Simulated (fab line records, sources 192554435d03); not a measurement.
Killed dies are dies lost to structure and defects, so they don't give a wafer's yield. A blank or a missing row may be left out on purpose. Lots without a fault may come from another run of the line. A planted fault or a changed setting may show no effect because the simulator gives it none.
Split-lot experiment | flow n5_finfet | 7 lots, 21 wafers read, on a route of 1938 steps

THE SPLIT
At N5_BEOL_M4_ETCH_70 (etches SOC in N2/H2, target depth 80 nm, overetch 24 nm, time 130 s), the setting bias_w was moved away from the recipe's 150 W on 7 of the 21 wafers read, by -14.3% to -11.1%. The other wafers ran this setting at the recipe's value.

The reading is taken at the split's own step.

THE READING
rf_vpp_V, in V, at N5_BEOL_M4_ETCH_70 (etches SOC in N2/H2, target depth 80 nm, overetch 24 nm, time 130 s). Fault-free wafers of this fab line usually give 523.2 V, standard deviation 2.6 V.

wafer  | tool, chamber at the split | bias_w as run, W | against the recipe | rf_vpp_V, V | against lot-mates on the recipe
L074.3 | rie_diel-01, 0             | 150              | recipe             | 521.9       | -
L074.5 | rie_diel-01, 2             | 150              | recipe             | 524.2       | -
L074.6 | rie_diel-01, 3             | 133.3            | -11.1%             | 483.9       | -39.1
L078.2 | rie_diel-02, 1             | 150              | recipe             | 520.8       | -
L078.5 | rie_diel-02, 0             | 150              | recipe             | 522.4       | -
L078.6 | rie_diel-02, 1             | 150              | recipe             | 522.7       | -
L079.1 | rie_diel-04, 1             | 131.8            | -12.1%             | 479.7       | no lot-mate on the recipe
L079.2 | rie_diel-04, 2             | 131.8            | -12.1%             | 483.1       | no lot-mate on the recipe
L079.3 | rie_diel-04, 0             | 131.8            | -12.1%             | 482.5       | no lot-mate on the recipe
L085.1 | rie_diel-01, 3             | 150              | recipe             | 521.3       | -
L085.3 | rie_diel-01, 0             | 150              | recipe             | 522.3       | -
L085.6 | rie_diel-01, 3             | 150              | recipe             | 520.6       | -
L094.4 | rie_diel-01, 2             | 150              | recipe             | 523.5       | -
L094.5 | rie_diel-01, 1             | 150              | recipe             | 528.5       | -
L094.6 | rie_diel-01, 0             | 150              | recipe             | 521.4       | -
L096.2 | rie_diel-01, 1             | 128.6            | -14.3%             | 478.5       | -48.6
L096.3 | rie_diel-01, 2             | 128.6            | -14.3%             | 475.6       | -51.5
L096.6 | rie_diel-01, 1             | 150              | recipe             | 527.1       | -
L097.2 | rie_diel-02, 1             | 150              | recipe             | 519.4       | -
L097.3 | rie_diel-02, 0             | 150              | recipe             | 522.8       | -
L097.4 | rie_diel-02, 3             | 133.2            | -11.2%             | 487.1       | -34.0

THE FIT
A straight line over all 21 wafers: rf_vpp_V changes by +3.3 V for each +1% of bias_w; r = +0.99; the points scatter about the line by 2.3 V.
The same after taking each lot's own level away (the mean of its wafers on the recipe; 18 wafers): +3.42 V for each +1%; r = +0.99; scatter 2 V.
On that fit, the largest move of bias_w shifts the reading by 49 V.
The lots' own levels span 521.10 to 527.10 V, that is 2.3 times the standard deviation above.
So the lot-to-lot level changes the slope little: the two slopes agree.
Check: with one of the wafers moved furthest among these (-14.3%) left out of the fit, the line predicts -48.9 V for it against its lot-mates. It came out at -48.6 V against them.
Tool readings at the split's step, against how far the setting was moved: rf_vpp_V r = +0.99.

OTHER SPLITS ON THESE WAFERS
These wafers also went through other splits before the reading. Each is held against what the fit with the lots' levels taken away leaves over:
other split on the same wafers          | wafers away from the commonest value | r with rf_vpp_V (lot level and that fit taken away)
N5_MOL_CONTACT_COAG_COAT_02 spin_rpm    | 4                                    | +0.13
N5_MOL_CONTACT_COAG_ALD_27 ald_cycles   | 7                                    | +0.15
N5_MOL_CONTACT_COAG_ALD_123 ald_cycles  | 8                                    | -0.19
N5_MOL_CONTACT_COAG_ETCHBACK_135 time_s | 8                                    | +0.04
N5_MOL_CONTACT_COAG_VIA_ETCH_46 bias_w  | 9                                    | -0.20
N5_BEOL_M0_SAQP_COAT_08 spin_rpm        | 7                                    | -0.12
N5_BEOL_M2_TRENCH_ETCH_37 source_w      | 9                                    | -0.24
N5_BEOL_M3_ETCH_64 bias_w               | 4                                    | +0.18
N5_BEOL_M3_COAT_67 spin_rpm             | 6                                    | -0.14

THE WHOLE CHAIN: every reading that the file lists as answering this split, in the file's order
step               | what it does                                                        | reading                                                                          | change (the file's fit)                | r (the file's)
N5_BEOL_M4_ETCH_70 | etches SOC in N2/H2, target depth 80 nm, overetch 24 nm, time 130 s | rf_vpp_V                                                                         | +3.38 V for each +1% of the setting    | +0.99
N5_BEOL_M4_ETCH_70 | etches SOC in N2/H2, target depth 80 nm, overetch 24 nm, time 130 s | SiARC_of_BEOL_M4_COAT_68.thk_nm (the simulator's own value, which no gauge read) | -0.0779 nm for each +1% of the setting | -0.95

THE FILE'S OWN FIT
rf_vpp_V changes by +3.38 V for each +1% of bias_w, r = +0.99.
